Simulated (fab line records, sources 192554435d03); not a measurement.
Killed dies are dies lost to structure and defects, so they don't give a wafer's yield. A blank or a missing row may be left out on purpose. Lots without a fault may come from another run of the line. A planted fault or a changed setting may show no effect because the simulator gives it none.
fab line records | flow n5_finfet
record lots=11 wafers=30 last_day=17
route steps=1938 shown BEOL_M6@1214 PASSIVATION@1936
lots that met no fault: from a run of the same line without faults
start_h: hours from the record's first day to the start of the lot's first wafer shown | wait_h: hours since the lot's step before | " the same as in the row above | L1.1+2: a row that stands for several wafers | - no value, or no start given | * or withheld: withheld | < > ~ a bound
route shown NAME@n: a module of which the file shows steps, and the number in the route of the first | usual: mean/standard deviation of fault-free wafers | same: alike in all rows | chamber/n: place in a boat | sites: the reading at each site | _std_site: their standard deviation | _edge_site: outer sites' mean less inner sites' | radius_mm: how far each site lies from the wafer's centre | mask NAME#n: copy n | behind: the tool/chamber that last shaped the wafer | hold: why the lot was held/for how many hours/how that ended | device: the transistor (n, p or np) that didn't switch | end of line: the same wafers' tests at the end of the route | a step without rows: its recipe alone | killed: dies lost to structure and defects at the first sort, not the wafer's yield | map: a wafer's dies, x killed, . not, _ none there
set.NAME: the setting as run; set.NAME@STEP: as run at that earlier step | model.NAME: the simulator's own value behind a step, which no gauge read
steps of the route over a sample of lots; a table a step, a row a wafer
services: from which hour (start_h, from the record's first day; less than 0 if before it) a tool's chamber was out of use, for how many hours, and why
## steps
# step N5_BEOL_M6_STRIP_67
# recipe chemistry=CF4 resist=SiARC power_w=300 bias_power_w=75 pressure_mtorr=50 cf4_flow_sccm=150 rf_frequency_hz=6e+07
# usual drypump_motor_current_A=5.7/0.43 oes_product_au=0.81/0.089 rf_vpp_V=272.0/1.4 showerhead_plenum_p_Torr=1.83/0.055 throttle_valve_pct=13.51/0.22
# columns lot.wafer tool chamber start_h wait_h drypump_motor_current_A oes_product_au rf_hours_counter_h rf_vpp_V showerhead_plenum_p_Torr throttle_valve_pct
L477.1 rie_diel-05 1 178.46 0.0 5.2 0.71 250 270.5 1.85 13.95
L477.3 " 0 " " 6.0 0.75 193 272.9 1.88 13.63
L477.5 " 1 " " 5.2 0.71 - 274.0 1.85 13.95
L479.2 rie_diel-05 2 187.90 0.0 6.4 0.82 101 273.7 1.89 13.52
L479.4 " 2 " " 6.3 0.81 - 273.1 1.89 13.51
L484.1 rie_diel-05 1 220.81 0.0 5.2 0.97 8 272.3 1.85 13.38
L484.5 " 0 " " 6.1 0.74 - 271.8 1.87 13.67
L487.3 rie_diel-06 1 241.61 0.0 6.2 0.69 248 270.1 1.78 13.78
L487.6 " 3 " " 5.8 0.72 - 269.6 1.79 13.90
L488.1 rie_diel-05 3 244.54 0.0 5.6 0.87 35 275.0 1.91 13.37
L488.2 " 2 " " 6.3 0.78 121 273.4 1.88 13.56
L488.6 " 0 " " 6.1 0.73 - 272.5 1.87 13.68
L491.3 rie_diel-06 0 264.08 0.0 5.7 0.75 162 271.0 1.80 13.52
L491.5 " 2 " " 6.1 0.73 - 271.7 1.84 13.29
L491.6 " 3 " " 5.8 0.71 - 271.6 1.79 13.90
L494.1 rie_diel-04 2 283.38 0.0 4.8 0.93 17 274.7 1.83 13.45
L494.2 " 0 " " 5.9 0.85 56 270.8 1.73 13.25
L494.6 " 2 " " 4.8 0.93 - 271.6 1.83 13.46
L497.2 rie_diel-05 3 305.23 0.0 5.6 0.84 57 273.5 1.90 13.43
L497.3 " 1 " " 5.2 0.91 38 271.7 1.84 13.46
L497.5 " 3 " " 5.6 0.83 - 272.1 1.90 13.46
L498.1 rie_diel-06 2 310.74 0.0 6.1 0.72 216 273.4 1.83 13.32
L498.3 " 1 " " 6.1 0.95 12 272.5 1.77 13.22
L498.6 " 3 " " 5.8 0.70 - 270.4 1.78 13.94
L499.2 rie_diel-06 0 322.66 0.0 5.7 0.73 184 271.0 1.79 13.55
L499.3 " 1 " " 6.1 0.94 16 270.8 1.77 13.26
L499.6 " 1 " " 6.2 0.93 - 270.6 1.77 13.26
L500.1 rie_diel-04 2 326.15 0.0 4.8 0.90 33 271.4 1.83 13.50
L500.3 " 3 " " 5.4 0.85 58 270.8 1.74 13.33
L500.6 " 0 " " 5.9 0.83 - 268.7 1.73 13.30
# step N5_BEOL_M6_COAT_64
# recipe resist=SiARC temp_c=220 time_s=60 spin_rpm=1500 resist_thk_nm=12
# usual exhaust_pa=44.9/0.84 spin_speed_rpm=1499.9/0.96
# columns lot.wafer tool chamber start_h wait_h exhaust_pa spin_speed_rpm
L477.1 litho_track-04 0 181.78 - 44.7 1499.8
L477.3 " 0 " " 45.3 1499.0
L477.5 " 0 " " 44.4 1500.8
L479.2 litho_track-04 0 188.19 - 46.2 1500.0
L479.4 " 0 " " 44.7 1500.2
L484.1 litho_track-05 0 222.58 - 45.1 1500.8
L484.5 " 0 " " 44.4 1499.5
L487.3 litho_track-05 0 242.18 - 43.6 1500.1
L487.6 " 0 " " 44.1 1500.2
L488.1 litho_track-05 0 245.13 - 45.4 1500.4
L488.2 " 0 " " 44.6 1502.7
L488.6 " 0 " " 44.0 1500.6
L491.3 litho_track-05 0 264.78 - 43.3 1462.0
L491.5 " 0 " " 42.6 1463.1
L491.6 " 0 " " 43.5 1462.7
L494.1 litho_track-05 0 285.46 - 43.6 1462.6
L494.2 " 0 " " 43.1 1461.8
L494.6 " 0 " " 43.6 1462.3
L497.2 litho_track-04 0 305.49 - 44.9 1500.9
L497.3 " 0 " " 44.3 1502.0
L497.5 " 0 " " 44.4 1500.1
L498.1 litho_track-01 0 311.17 - 45.7 1500.5
L498.3 " 0 " " 45.2 1499.7
L498.6 " 0 " " 45.0 1501.0
L499.2 litho_track-04 0 323.23 - 44.3 1500.1
L499.3 " 0 " " 46.1 1500.3
L499.6 " 0 " " 44.7 1501.2
L500.1 litho_track-04 0 326.46 - 44.4 1497.5
L500.3 " 0 " " 43.7 1501.4
L500.6 " 0 " " 44.0 1500.1
# step N5_BEOL_M6_INSPECT_30
# recipe mode=adi inspect_instrument=brightfield
# usual raw_defect_count=407/91
# columns lot.wafer tool chamber start_h wait_h raw_defect_count
L477.1 defect_inspect-01 - 182.13 0.1 462
L477.3 " - " " 371
L477.5 " - " " 517
L479.2 defect_inspect-01 - 188.67 0.0 467
L479.4 " - " " 472
L484.1 defect_inspect-01 - 222.93 0.1 354
L484.5 " - " " 359
L487.3 defect_inspect-01 - 242.70 0.0 556
L487.6 " - " " 435
L488.1 defect_inspect-02 - 245.49 0.1 408
L488.2 " - " " 455
L488.6 " - " " 415
L491.3 defect_inspect-01 - 265.30 0.0 311
L491.5 " - " " 354
L491.6 " - " " 303
L494.1 defect_inspect-02 - 285.96 0.1 579
L494.2 " - " " 545
L494.6 " - " " 527
L497.2 defect_inspect-01 - 305.85 0.0 452
L497.3 " - " " 430
L497.5 " - " " 420
L498.1 defect_inspect-01 - 311.52 0.1 410
L498.3 " - " " 296
L498.6 " - " " 357
L499.2 defect_inspect-02 - 323.59 0.0 433
L499.3 " - " " 364
L499.6 " - " " 494
L500.1 defect_inspect-02 - 326.82 0.1 496
L500.3 " - " " 463
L500.6 " - " " 513
# step N5_BEOL_M6_ETCH_72
# recipe chemistry=N2/H2 target=underlayer target_depth_a=65 mask_material=CAR-EUV time_s=5.2 ion_energy_ev=200 pressure_mtorr=30 source_w=840 bias_w=150 n2_flow_sccm=200 h2_flow_sccm=200 ends=cleared
# usual drypump_motor_current_A=5.6/0.47 etch_rf_on_time_s=5.16/0.18 oes_product_au=0.72/0.078 rf_vpp_V=525.0/2.4 showerhead_plenum_p_Torr=2.59/0.079 throttle_valve_pct=17.78/0.19
# columns lot.wafer tool chamber start_h wait_h drypump_motor_current_A etch_rf_on_time_s oes_product_au rf_hours_counter_h rf_vpp_V showerhead_plenum_p_Torr throttle_valve_pct
L477.1 rie_diel-04 3 182.20 0.0 5.4 5.13 0.83 4 522.6 2.48 17.42
L477.3 " 1 " " 5.1 5.19 0.60 232 524.8 2.60 18.13
L477.5 " 1 " " 5.1 5.19 0.60 - 526.4 2.60 18.16
L479.2 rie_diel-04 0 188.74 0.0 5.9 5.00 0.80 15 521.6 2.51 17.70
L479.4 " 3 " " 5.4 5.28 0.81 6 523.3 2.48 17.40
L484.1 rie_diel-05 0 223.00 0.0 6.1 5.12 0.64 210 525.7 2.63 17.70
L484.5 " 1 " " 5.2 5.04 0.84 - 525.4 2.61 17.67
L487.3 rie_diel-04 0 242.76 0.0 6.0 4.97 0.77 40 521.2 2.50 17.78
L487.6 " 3 " " 5.4 5.25 0.75 - 523.6 2.47 17.46
L488.1 rie_diel-05 0 245.55 0.0 6.1 5.09 0.63 215 525.6 2.63 17.74
L488.2 " 2 " " 6.3 4.99 0.69 121 527.5 2.67 17.80
L488.6 " 3 " " 5.6 5.19 0.75 - 529.8 2.72 17.90
L491.3 rie_diel-04 3 265.52 0.0 5.4 5.33 0.73 37 523.5 2.47 17.47
L491.5 " 2 " " 4.8 5.54 0.79 - 525.3 2.60 17.84
L491.6 " 3 " " 5.4 5.29 0.74 - 522.6 2.47 17.46
L494.1 rie_diel-05 3 286.07 0.0 5.6 5.23 0.73 49 528.1 2.72 17.93
L494.2 " 1 " " 5.2 5.10 0.79 30 523.7 2.60 17.73
L494.6 " 0 " " 6.1 5.16 0.61 - 525.5 2.62 17.73
L497.2 rie_diel-06 3 305.92 0.0 5.8 4.92 0.61 234 522.6 2.51 18.14
L497.3 " 1 " " 6.1 5.36 0.80 11 521.7 2.47 17.37
L497.5 " 1 " " 6.2 5.40 0.79 - 520.7 2.47 17.38
L498.1 rie_diel-04 1 311.59 0.0 5.1 5.05 0.80 22 523.7 2.58 17.88
L498.3 " 2 " " 4.8 5.49 0.74 27 526.3 2.59 17.89
L498.6 " 1 " " 5.1 4.99 0.80 - 523.5 2.58 17.83
L499.2 rie_diel-05 2 324.72 0.0 6.4 5.07 0.67 149 527.0 2.65 17.85
L499.3 " 0 " " 6.1 5.18 0.61 243 526.5 2.61 17.76
L499.6 " 2 " " 6.3 5.07 0.66 - 528.0 2.66 17.83
L500.1 rie_diel-05 2 326.99 0.0 6.3 5.04 0.66 151 524.4 2.66 17.82
L500.3 " 0 " " 6.1 5.16 0.60 245 524.8 2.61 17.76
L500.6 " 2 " " 6.3 5.05 0.66 - 527.3 2.65 17.84
# step N5_PASSIVATION_PROBE_49
# usual defect_limited_yield=91.8/1.5 killed_at_M0_to_M3=33/11 killed_at_M4_up=13/5 killed_at_contacts=11/5.6 killed_at_front_end=36/12 killed_at_other=3.4/2.5 killed_dies=97/18 killed_on_rim=12/4.2 killed_open=64/13 killed_short=31/6.9 sort_bin_4_leakage=0.01/0.048 sort_bin_5_function=4.8/1 sort_bin_6_memory=3.1/0.64 sort_bin_8_speed=0.00/0.014 sort_n_pass=1083/18 sort_yield_pct=91.8/1.5
# same gross_dies=1180 killed_at_back_side=0
# columns lot.wafer tool chamber start_h wait_h defect_limited_yield[%] killed_at_M0_to_M3 killed_at_M4_up killed_at_contacts killed_at_front_end killed_at_other killed_dies killed_on_rim killed_open killed_short sort_bin_4_leakage[%] sort_bin_5_function[%] sort_bin_6_memory[%] sort_bin_8_speed[%] sort_n_pass sort_yield_pct[%]
L487.3 prober-01 - 325.55 0.1 92.8 24 23 11 27 0 85 12 51 32 0 4.3 2.8 0 1095 92.8
L487.6 prober-01 - 325.70 0.3 92.5 19 22 9 37 2 89 16 64 24 0 4.0 3.4 0 1091 92.5
L488.1 prober-01 - 327.74 0.3 93.8 19 6 21 21 6 73 8 52 21 0 3.6 2.5 0 1107 93.8
L488.2 prober-01 - 327.79 0.4 91.5 14 20 12 51 3 100 14 67 32 0 5.4 2.8 0 1080 91.5
L488.6 prober-01 - 327.99 0.6 90.3 38 13 9 46 8 114 21 77 34 0 6.0 3.2 0 1066 90.3
L491.3 prober-02 - 355.45 0.1 92.5 28 8 4 47 1 88 19 52 23 0 3.7 2.5 0 1092 92.5
# killed by level:class
L487.3 MOL_CONTACT_COAG:geometric_particle:open=8 BEOL_M4:geometric_particle:open=8 BEOL_M0_SAQP:geometric_particle:short=7 FIN_SAQP:geometric_particle:open=6 BEOL_M0_SAQP:geometric_particle:open=5 BEOL_M2:geometric_particle:open=5 BEOL_M4:geometric_particle:short=5 STARTING-WAFER:geometric_particle:open=5
L487.6 DUMMY_GATE:geometric_particle:open=8 MOL_CONTACT_COAG:geometric_particle:open=8 BEOL_M4:geometric_particle:open=8 FIN_SAQP:geometric_particle:open=7 BEOL_M1:geometric_particle:open=5 BEOL_M3:geometric_particle:open=5 STI_FIN_REVEAL:geometric_particle:open=4 STI_FIN_REVEAL:geometric_particle:short=4
L488.1 MOL_CONTACT_COAG:geometric_particle:open=18 STI_FIN_REVEAL:geometric_particle:open=12 BEOL_M0_SAQP:geometric_particle:short=6 BEOL_M1:geometric_particle:open=6 MOL_CONTACT_COAG:geometric_particle:short=3 BEOL_M0_SAQP:geometric_particle:open=3 STI_FIN_REVEAL:geometric_particle:short=2 ILD0:geometric_particle:short=2
L488.2 STI_FIN_REVEAL:geometric_particle:open=15 FIN_SAQP:geometric_particle:short=13 MOL_CONTACT_COAG:geometric_particle:open=10 FIN_SAQP:geometric_particle:open=9 BEOL_M4:geometric_particle:open=8 DUMMY_GATE:geometric_particle:open=5 BEOL_M1:geometric_particle:open=5 BEOL_M1:geometric_particle:short=4
L488.6 FIN_SAQP:geometric_particle:open=13 FIN_SAQP:geometric_particle:short=11 BEOL_M0_SAQP:geometric_particle:open=8 BEOL_M0:geometric_particle:open=7 BEOL_M1:geometric_particle:open=7 BEOL_M4:geometric_particle:open=7 STI_FIN_REVEAL:geometric_particle:open=6 BEOL_M0_SAQP:geometric_particle:short=6
L491.3 HKMG_FIN:area_etch=13 STI_FIN_REVEAL:geometric_particle:open=9 BEOL_M3:geometric_particle:open=9 BEOL_M0_SAQP:geometric_particle:open=7 FIN_SAQP:geometric_particle:open=6 BEOL_M1:geometric_particle:open=5 FIN_SAQP:geometric_particle:short=3 STI_FIN_REVEAL:geometric_particle:short=3
## services
# columns tool chamber start_h hours kind
rie_diel-05 1 178.48 - clean
rie_diel-05 1 178.48 - consumable_replace:focus_ring
rie_diel-06 0 207.22 4.4 repair
rie_diel-04 2 217.90 5.7 repair
rie_diel-04 2 223.62 - clean
rie_diel-04 2 223.62 - consumable_replace:focus_ring
rie_diel-04 2 223.62 14.5 scheduled_down
rie_diel-04 2 223.62 14.5 vent_cycle
rie_diel-05 0 230.90 5.1 repair
rie_diel-04 1 238.23 - clean
rie_diel-04 1 238.23 - consumable_replace:focus_ring
rie_diel-04 1 238.23 16.5 scheduled_down
rie_diel-04 1 238.23 16.5 vent_cycle
rie_diel-06 3 245.02 16.7 repair
rie_diel-06 1 261.75 - clean
rie_diel-06 1 261.75 - consumable_replace:focus_ring
rie_diel-06 1 261.75 17.4 scheduled_down
rie_diel-06 1 261.75 17.4 vent_cycle
litho_track-04 - 263.48 - consumable_replace:filter
rie_diel-06 2 302.78 3.3 repair
rie_diel-04 3 307.04 5.2 repair
litho_track-05 - 312.83 - consumable_replace:filter
rie_diel-04 1 324.53 5.2 repair
## key
first_sign step=N5_BEOL_M6_COAT_64 reading=spin_speed_rpm direction=down sigmas=39 usual=* struck=*
effect none on later readings
met_at N5_BEOL_M6_COAT_64
struck_lots L491,L494
rows_end L494.1,L494.2,L494.6
baseline_loss step=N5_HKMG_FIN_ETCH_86 wafers=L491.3
not_acting_at N5_BEOL_M6_STRIP_67,N5_BEOL_M6_INSPECT_30,N5_BEOL_M6_ETCH_72
onset_between 245.13 264.78
earlier_fault kind=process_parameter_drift tool=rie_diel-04 chamber=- onset_h=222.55 steps=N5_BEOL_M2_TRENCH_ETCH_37 channel=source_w offset=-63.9 shape=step acts_in=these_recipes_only stated=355
fault kind=process_parameter_drift tool=litho_track-05 chamber=- onset_h=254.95 steps=N5_BEOL_M6_COAT_64 channel=spin_rpm offset=* shape=step acts_in=* stated=*
# rows_end: these wafers met a further fault down the route, and their rows from its step on are left out
# baseline_loss: these wafers lose ten dies or more at that step, a loss of the line's own and not of a fault; the sort's usual values leave them out
